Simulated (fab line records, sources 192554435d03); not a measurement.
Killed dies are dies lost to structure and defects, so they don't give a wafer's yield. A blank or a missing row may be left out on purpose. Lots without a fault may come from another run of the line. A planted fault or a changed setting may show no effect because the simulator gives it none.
One fault seen from 2 desks | flow n5_finfet | each desk has only its own numbers; what lay behind them comes last

THE TOOL OWNER'S DESK: pecvd-03
The tool's own readings at N5_PASSIVATION_PECVD_01 (deposits SiNx from SiH4/NH3/N2, target thk 200 nm, time 43.2 s): means of the sampled wafers that have a number, for each lot that ran on this tool. A lot is out of limits, marked OUT, if its mean lies more than 4 standard deviations from the usual mean; the brackets give that distance.
Columns: A = heater_power_w at N5_PASSIVATION_PECVD_01, usual 422 W; B = showerhead_plenum_p_Torr at N5_PASSIVATION_PECVD_01, usual 8.69 Torr; C = throttle_valve_pct at N5_PASSIVATION_PECVD_01, usual 29.4 %
lot  | first seen here | A   | B    | C
L512 | day 14 13:08    | 333 | 8.70 | 28.8
L522 | day 16 23:35    | 292 | 8.73 | 29.3
L521 | day 17 05:09    | 369 | 8.74 | 29.4
L527 | day 18 01:24    | 316 | 8.73 | 29.2
L524 | day 18 11:11    | 228 | 8.76 | 29.4
This desk's finding: nothing out of limits on any of the 5 lots.

THE METROLOGY DESK
What the gauges read, lot by lot, whatever tool the lot ran on: means of the sampled wafers that have a number. A lot is out of limits, marked OUT, if its mean lies more than 4 standard deviations from the usual mean; the brackets give that distance. Of its 10 readings 7 are shown: those that lie furthest out on some lot.
Columns: A = DIBL_N at N5_BEOL_M4_RC_MEAS_101, usual 36.4 mV/V; B = IOFF_N at N5_BEOL_M4_RC_MEAS_101, usual 0.17 nA/um; C = ION_P at N5_BEOL_M4_RC_MEAS_101, usual 464 uA/um; D = SS_N at N5_BEOL_M4_RC_MEAS_101, usual 71.7 mV/dec; E = SS_P at N5_BEOL_M4_RC_MEAS_101, usual 73.3 mV/dec; F = VT_N at N5_BEOL_M4_RC_MEAS_101, usual 250 mV; G = VT_P at N5_BEOL_M4_RC_MEAS_101, usual -249 mV
lot  | first seen here | A    | B    | C   | D    | E    | F   | G
L512 | day 10 17:10    | 36.1 | 0.17 | 479 | 71.2 | 73.2 | 246 | -242
L522 | day 12 13:41    | 35.7 | 0.14 | 458 | 70.9 | 72.7 | 251 | -252
L521 | day 12 20:25    | 38.7 | 0.20 | 462 | 71.9 | 73.7 | 246 | -249
L527 | day 14 05:37    | 37.2 | 0.19 | 471 | 71.9 | 73.5 | 246 | -246
L524 | day 14 10:28    | 38.8 | 0.31 | 458 | 74.5 | 74.0 | 250 | -248
This desk's finding: nothing out of limits on any of the 5 lots.

PUT TOGETHER
The tool owner's desk saw nothing out of limits.
The metrology desk saw nothing out of limits.

WHAT THE SIMULATOR HAD PUT IN
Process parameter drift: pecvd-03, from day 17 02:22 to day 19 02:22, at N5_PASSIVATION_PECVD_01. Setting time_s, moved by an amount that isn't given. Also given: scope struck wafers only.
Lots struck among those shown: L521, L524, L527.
